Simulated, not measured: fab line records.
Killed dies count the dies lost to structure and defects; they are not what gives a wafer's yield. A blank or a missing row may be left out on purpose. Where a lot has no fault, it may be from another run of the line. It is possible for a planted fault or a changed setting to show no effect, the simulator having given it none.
Matching of chambers :: flow n5 finfet :: N5_PMOS_HMC_CHANNEL_EPI_DESCUM_14 on rie diel-04 has 4 sister chambers
The step chemistry O2, time 7.9 s. 18 wafers are shown with their chamber, then 9 later ones without.

## WAFERS PAIRED WITH THEIR CHAMBERS
wafer: L074.2
chamber: 3
throttle valve pct (%): 20.29
showerhead plenum p Torr (Torr): 1.98
oes product au (a.u.): 0.70

wafer: L074.3
chamber: 1
throttle valve pct (%): 20.33
showerhead plenum p Torr (Torr): 2.06
oes product au (a.u.): 0.71

wafer: L074.5
chamber: 0
throttle valve pct (%): 20.79
showerhead plenum p Torr (Torr): 2.04
oes product au (a.u.): 0.67

wafer: L082.3
chamber: 1
throttle valve pct (%): 20.37
showerhead plenum p Torr (Torr): 2.05
oes product au (a.u.): 0.70

wafer: L082.4
chamber: 0
throttle valve pct (%): 20.44
showerhead plenum p Torr (Torr): 2.04
oes product au (a.u.): 0.92

wafer: L082.6
chamber: 1
throttle valve pct (%): 20.36
showerhead plenum p Torr (Torr): 2.05
oes product au (a.u.): 0.70

wafer: L085.3
chamber: 3
throttle valve pct (%): 19.89
showerhead plenum p Torr (Torr): 2.25
oes product au (a.u.): 0.94

wafer: L085.5
chamber: 1
throttle valve pct (%): 20.39
showerhead plenum p Torr (Torr): 2.05
oes product au (a.u.): 0.70

wafer: L085.6
chamber: 2
throttle valve pct (%): 20.31
showerhead plenum p Torr (Torr): 2.00
oes product au (a.u.): 0.78

wafer: L087.1
chamber: 3
throttle valve pct (%): 19.91
showerhead plenum p Torr (Torr): 2.25
oes product au (a.u.): 0.93

wafer: L087.2
chamber: 1
throttle valve pct (%): 20.39
showerhead plenum p Torr (Torr): 2.05
oes product au (a.u.): 0.69

wafer: L087.3
chamber: 0
throttle valve pct (%): 20.46
showerhead plenum p Torr (Torr): 2.03
oes product au (a.u.): 0.91

wafer: L087.4
chamber: 2
throttle valve pct (%): 20.32
showerhead plenum p Torr (Torr): 2.00
oes product au (a.u.): 0.76

wafer: L087.5
chamber: 2
throttle valve pct (%): 20.31
showerhead plenum p Torr (Torr): 2.00
oes product au (a.u.): 0.77

wafer: L087.6
chamber: 1
throttle valve pct (%): 20.39
showerhead plenum p Torr (Torr): 2.05
oes product au (a.u.): 0.69

wafer: L093.2
chamber: 2
throttle valve pct (%): 20.33
showerhead plenum p Torr (Torr): 2.00
oes product au (a.u.): 0.75

wafer: L093.5
chamber: 1
throttle valve pct (%): 20.41
showerhead plenum p Torr (Torr): 2.05
oes product au (a.u.): 0.69

wafer: L093.6
chamber: 0
throttle valve pct (%): 20.46
showerhead plenum p Torr (Torr): 2.03
oes product au (a.u.): 0.88

SIGNATURES (averages over the wafers above)
reading: throttle valve pct
chamber 0: 20.5375
chamber 1: 20.3771
chamber 2: 20.3175
chamber 3: 20.0300
scatter within a chamber: 0.117

reading: showerhead plenum p Torr
chamber 0: 2.0350
chamber 1: 2.0514
chamber 2: 2.0000
chamber 3: 2.1600
scatter within a chamber: 0.059

reading: oes product au
chamber 0: 0.8450
chamber 1: 0.6971
chamber 2: 0.7650
chamber 3: 0.8567
scatter within a chamber: 0.0753
Rule: for each reading, subtract the chamber's mean from the wafer's reading, divide by that reading's scatter and square the result; add these up over the readings and take the root, which gives the wafer's distance from the chamber. The wafer belongs to the nearest chamber; if the next one is less than 2 further off, it can't be placed. How the scatter is found: for the shown wafers, subtract from each reading the mean of its chamber, square and add these, divide the total by (wafers less chambers), then take the root.

## WAFERS WITH NO CHAMBER GIVEN
wafer: L094.2
throttle valve pct (%): 20.35
showerhead plenum p Torr (Torr): 2.00
oes product au (a.u.): 0.75

wafer: L094.3
throttle valve pct (%): 19.93
showerhead plenum p Torr (Torr): 2.24
oes product au (a.u.): 0.89

wafer: L094.4
throttle valve pct (%): 20.41
showerhead plenum p Torr (Torr): 2.05
oes product au (a.u.): 0.68

wafer: L096.1
throttle valve pct (%): 20.40
showerhead plenum p Torr (Torr): 2.04
oes product au (a.u.): 0.68

wafer: L096.2
throttle valve pct (%): 19.92
showerhead plenum p Torr (Torr): 2.24
oes product au (a.u.): 0.88

wafer: L096.3
throttle valve pct (%): 20.33
showerhead plenum p Torr (Torr): 1.99
oes product au (a.u.): 0.75

wafer: L096.4
throttle valve pct (%): 20.49
showerhead plenum p Torr (Torr): 2.03
oes product au (a.u.): 0.87

wafer: L096.5
throttle valve pct (%): 19.92
showerhead plenum p Torr (Torr): 2.24
oes product au (a.u.): 0.88

wafer: L096.6
throttle valve pct (%): 20.46
showerhead plenum p Torr (Torr): 2.03
oes product au (a.u.): 0.86

## WHICH CHAMBER EACH ONE RAN IN
wafer: L094.2
from the rows above: can't be placed: 2 or 1 or 0
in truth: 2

wafer: L094.3
from the rows above: 3
in truth: 3

wafer: L094.4
from the rows above: can't be placed: 1 or 2
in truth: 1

wafer: L096.1
from the rows above: can't be placed: 1 or 2
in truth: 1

wafer: L096.2
from the rows above: 3
in truth: 3

wafer: L096.3
from the rows above: can't be placed: 2 or 1
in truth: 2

wafer: L096.4
from the rows above: can't be placed: 0 or 2 or 1
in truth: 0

wafer: L096.5
from the rows above: 3
in truth: 3

wafer: L096.6
from the rows above: can't be placed: 0 or 2 or 1
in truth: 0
Correct placement for 3 of the 9. Unplaceable from these rows: 6, with the true chamber sitting among the candidates in 6. Wrongly placed: 0.
